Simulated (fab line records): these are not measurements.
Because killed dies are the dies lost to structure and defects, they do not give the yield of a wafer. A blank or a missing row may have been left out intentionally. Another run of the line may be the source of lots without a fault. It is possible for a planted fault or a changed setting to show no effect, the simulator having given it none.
Split-lot study + flow n5Finfet + 39 wafers read across 7 lots, on a route 1938 steps long

## ABOUT THE SPLIT
At N5_MOL_CONTACT_COAG_ALD_27 (deposits SiOC, target thk 17 nm, pulse time 1.5 s, time 2720 s), the setting timeS was moved away from the recipe's 2720 s on 12 of the 39 wafers read, by -53.3% to -23.4%. For the rest of the wafers, this setting stayed at what the recipe calls for.

## FROM THE SPLIT TO THE READING: what the file shows between them, 4 steps
- N5_MOL_CONTACT_COAG_CMP_28: polishes, stops on SiNx, t overpolish 0.85 s, target thk 14.522 nm
- N5_MOL_CONTACT_COAG_ALD_123: deposits SiNx, target thk 5 nm, pulse time 1 s, purge time 2 s
- N5_MOL_CONTACT_COAG_VIA_ETCH_117: etches SiO2 in C4F6/O2, target depth 40 nm, overetch 8 nm, time 26 s
- N5_MOL_CONTACT_COAG_ETCH_124: etches SiNx in CH3F/O2, stops on SiOC, target depth 6.5 nm

## THE READING
etch.depthNm (the simulator's own value, which no gauge read), in nm, at N5_MOL_CONTACT_COAG_ETCH_48 (etches SiOC in C4F6/O2, target depth 15 nm, overetch 4.5 nm, time 17 s). No usual value for it is given in the file. Average 14.484 nm, standard deviation 1.3 nm, over the 27 wafers here run with the recipe.

| wafer  | tool, chamber at the split | timeS as run, s | against the recipe | etch.depthNm, nm | against lot-mates on the recipe |
|--------|----------------------------|-----------------|--------------------|------------------|---------------------------------|
| L077.1 | aldSin-02, 1,2,3           | 2720            | recipe             | 15.4             | -                               |
| L077.2 | aldSin-02, 3               | 1271            | -53.3%             | 7.925            | -5.738                          |
| L077.3 | aldSin-02, 0,2             | 1271            | -53.3%             | 7.898            | -5.765                          |
| L077.4 | aldSin-02, 1,2,3           | 2720            | recipe             | 13.7             | -                               |
| L077.5 | aldSin-02, 1,2,3           | 2720            | recipe             | 11.89            | -                               |
| L077.6 | aldSin-02, 0,2             | 1271            | -53.3%             | 7.842            | -5.821                          |
| L078.1 | aldSin-02, 0,1,0           | 2720            | recipe             | 15.06            | -                               |
| L078.2 | aldSin-02, 2               | 2083            | -23.4%             | 12.89            | -2.350                          |
| L078.3 | aldSin-02, 0,1,0           | 2720            | recipe             | 16.22            | -                               |
| L078.4 | aldSin-02, 3,1             | 2083            | -23.4%             | 12.99            | -2.250                          |
| L078.5 | aldSin-02, 0,1,0           | 2720            | recipe             | 14.44            | -                               |
| L078.6 | aldSin-02, 3,1             | 2083            | -23.4%             | 12.93            | -2.310                          |
| L080.1 | aldSin-01, 0,2,3           | 2720            | recipe             | 15.24            | -                               |
| L080.2 | aldSin-01, 3,1,2           | 2720            | recipe             | 13.63            | -                               |
| L080.3 | aldSin-01, 3,1,2           | 2720            | recipe             | 13.35            | -                               |
| L080.4 | aldSin-01, 0,2,3           | 2720            | recipe             | 15.06            | -                               |
| L080.5 | aldSin-01, 3,1,2           | 2720            | recipe             | 16.02            | -                               |
| L080.6 | aldSin-01, 0,2,3           | 2720            | recipe             | 13.03            | -                               |
| L083.1 | aldSin-01, 1,2,1,2,0       | 2720            | recipe             | 16.6             | -                               |
| L083.2 | aldSin-01, 1,2,1,2,0       | 2720            | recipe             | 15.12            | -                               |
| L083.3 | aldSin-01, 0               | 2720            | recipe             | 15.1             | -                               |
| L083.4 | aldSin-01, 1,2,1,2,0       | 2720            | recipe             | 14.8             | -                               |
| L083.5 | aldSin-01, 1,2,1,2,0       | 2720            | recipe             | 15.36            | -                               |
| L083.6 | aldSin-01, 1,2,1,2,0       | 2720            | recipe             | 16.28            | -                               |
| L086.1 | aldSin-04, 3,2             | 2720            | recipe             | 14.41            | -                               |
| L086.2 | aldSin-04, 0               | 2720            | recipe             | 15.08            | -                               |
| L086.3 | aldSin-04, 3,2             | 2720            | recipe             | 15.16            | -                               |
| L090.1 | aldSin-02, 2,0,2           | 1325            | -51.3%             | 8.221            | -4.739                          |
| L090.2 | aldSin-02, 3,1,1           | 2720            | recipe             | 14.57            | -                               |
| L090.3 | aldSin-02, 2,0,2           | 1325            | -51.3%             | 8.187            | -4.773                          |
| L090.4 | aldSin-02, 3,1,1           | 2720            | recipe             | 12.31            | -                               |
| L090.5 | aldSin-02, 3,1,1           | 2720            | recipe             | 12               | -                               |
| L090.6 | aldSin-02, 2,0,2           | 1325            | -51.3%             | 8.266            | -4.694                          |
| L094.1 | aldSin-02, 0,3,1           | 2002            | -26.4%             | 12.55            | -1.193                          |
| L094.2 | aldSin-02, 2,2,1           | 2720            | recipe             | 13.68            | -                               |
| L094.3 | aldSin-02, 0,3,1           | 2002            | -26.4%             | 12.62            | -1.123                          |
| L094.4 | aldSin-02, 0,3,1           | 2002            | -26.4%             | 12.53            | -1.213                          |
| L094.5 | aldSin-02, 2,2,1           | 2720            | recipe             | 13               | -                               |
| L094.6 | aldSin-02, 2,2,1           | 2720            | recipe             | 14.55            | -                               |
The file does not say which wafer passed through which chamber wherever a row lists several chambers: such a row stands for several wafers.

FIT RESULTS
A straight line over all 39 wafers: etch.depthNm changes by +0.116 nm for each +1% of timeS; r = +0.89; the points scatter about the line by 1.2 nm.
The same after taking each lot's own level away (the mean of its wafers on the recipe; 39 wafers): +0.0962 nm for each +1%; r = +0.90; scatter 0.9 nm.
The reading moves by 5.1 nm for the largest change in timeS, on that fit.
The lots' own levels span 12.9600 to 15.5433 nm, that is 2.1 times the standard deviation above.
Hence the slope depends on the lot-to-lot level, as the two fits are not the same.
Check: with one of the wafers moved furthest among these (-53.3%) left out of the fit, the line predicts -4.94 nm for it against its lot-mates. It came out at -5.74 nm against them.

## FURTHER SPLITS ON THESE WAFERS
Note: prior to the reading, these wafers also went through further splits. Each is held against what the fit with the lots' levels taken away leaves over:
| other split on the same wafers      | wafers away from the commonest value | r with etch.depthNm (lot level and that fit taken away) |
|-------------------------------------|--------------------------------------|---------------------------------------------------------|
| N5_STI_FIN_REVEAL_ALD_00 targetThkA | 12                                   | -0.09                                                   |
| N5_SD_EPI_N_DESCUM_14 timeS         | 18                                   | -0.09                                                   |
| N5_HKMG_FIN_ALD_21 aldCycles        | 12                                   | +0.01                                                   |

## THE WHOLE CHAIN: every reading that the file lists as answering this split, in the file's order
| step                        | what it does                                                           | reading                                                                                | change (the file's fit)                | r (the file's) |
|-----------------------------|------------------------------------------------------------------------|----------------------------------------------------------------------------------------|----------------------------------------|----------------|
| N5_MOL_CONTACT_COAG_ALD_27  | deposits SiOC, target thk 17 nm, pulse time 1.5 s, time 2720 s         | SiOC_of_MOL_CONTACT_COAG_ALD_27.thkNm (the simulator's own value, which no gauge read) | +0.171 nm for each +1% of the setting  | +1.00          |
| N5_MOL_CONTACT_COAG_CMP_28  | polishes, stops on SiNx, t overpolish 0.85 s, target thk 14.522 nm     | SiOC_of_MOL_CONTACT_COAG_ALD_27.thkNm (the simulator's own value, which no gauge read) | +0.0945 nm for each +1% of the setting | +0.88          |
| N5_MOL_CONTACT_COAG_ETCH_48 | etches SiOC in C4F6/O2, target depth 15 nm, overetch 4.5 nm, time 17 s | etch.depthNm (the simulator's own value, which no gauge read)                          | +0.0946 nm for each +1% of the setting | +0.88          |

## THE FILE'S OWN FIT
etch.depthNm changes by +0.0946 nm for each +1% of timeS, r = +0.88.
